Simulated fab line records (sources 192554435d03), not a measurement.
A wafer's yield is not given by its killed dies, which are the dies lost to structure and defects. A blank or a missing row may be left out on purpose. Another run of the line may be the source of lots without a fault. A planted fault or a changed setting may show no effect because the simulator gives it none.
Which tool did it?	flow n5-finfet	Sampling: 6 lots, 17 wafers, 4 of 1938 route steps

## WHAT EACH GAUGE READ, for each wafer
N5_MOL_CONTACT_COAG_THK_MEAS_53.
lot	measured	on	VIA_MOL_THK (nm)
L440	day 5 17:32	film-metro-01	44.3 44.2 44.1
L445	day 6 18:42	film-metro-02	42.6 45.5 43.3
L447	day 7 03:54	film-metro-02	43.3 44.0 44.5
L449	day 7 18:38	film-metro-01	43.9 43.1 44.6
L453	day 8 19:30	film-metro-02	43.2 44.7 45.3
L456	day 9 11:41	film-metro-02	43.5 43.5

## WHICH TOOL RAN EACH LOT (tool, then ch and the chambers of the sampled wafers, then the start)
lot	N5_MOL_CONTACT_COAG_ETCH_65	N5_MOL_CONTACT_COAG_ETCH_48	N5_MOL_CONTACT_COAG_CVD_140
L440	rie-diel-05 ch 0,1, day 5 15:58	rie-diel-05 ch 0,2,3, day 5 16:31	cvd-w-01 ch 0,1, day 5 17:00
L445	rie-diel-06 ch 0,1,3, day 6 16:41	rie-diel-06 ch 1,2, day 6 17:28	cvd-w-01 ch 0,1, day 6 17:58
L447	rie-diel-06 ch 0,1,2, day 7 02:22	rie-diel-02 ch 0,1, day 7 02:52	cvd-w-02 ch 0,1, day 7 03:22
L449	rie-diel-02 ch 1,3, day 7 16:43	rie-diel-02 ch 0,3, day 7 17:36	cvd-w-02 ch 1, day 7 18:01
L453	rie-diel-02 ch 0,1,2, day 8 17:19	rie-diel-05 ch 0,2,3, day 8 18:28	cvd-w-02 ch 0,1, day 8 18:53
L456	rie-diel-02 ch 0,2, day 9 10:09	rie-diel-06 ch 1,2, day 9 10:40	cvd-w-02 ch 0,1, day 9 11:09
- N5_MOL_CONTACT_COAG_ETCH_65: etches underlayer in N2/H2, target depth 13 nm, time 10.4 s.
- N5_MOL_CONTACT_COAG_ETCH_48: etches SiOC in C4F6/O2, target depth 15 nm, overetch 4.5 nm, time 17 s.
- N5_MOL_CONTACT_COAG_CVD_140: deposits W, target thk 66.5 nm, time 215 s.

## THE ANSWER, worked out from the rows above alone
Rule: the usual values come from the lots themselves. Put in order of their means at a reading, lots are off if they are a third of the lots or fewer, leave a main group of 4 or more, and stand apart from it by a gap of 3 or more times the standard deviation of the main group's means; of several such gaps the widest counts. A main group is skipped when, at the precision printed for the reading in the tables above, its means are all equal. A lot without any number at a reading at which 4 lots or more have one is off too. Where the step has rows for the other lots, those lots are counted as sound.
No lot is off at any reading shown: from this, nothing can be told.

## WHAT WAS PUT IN BY THE SIMULATOR
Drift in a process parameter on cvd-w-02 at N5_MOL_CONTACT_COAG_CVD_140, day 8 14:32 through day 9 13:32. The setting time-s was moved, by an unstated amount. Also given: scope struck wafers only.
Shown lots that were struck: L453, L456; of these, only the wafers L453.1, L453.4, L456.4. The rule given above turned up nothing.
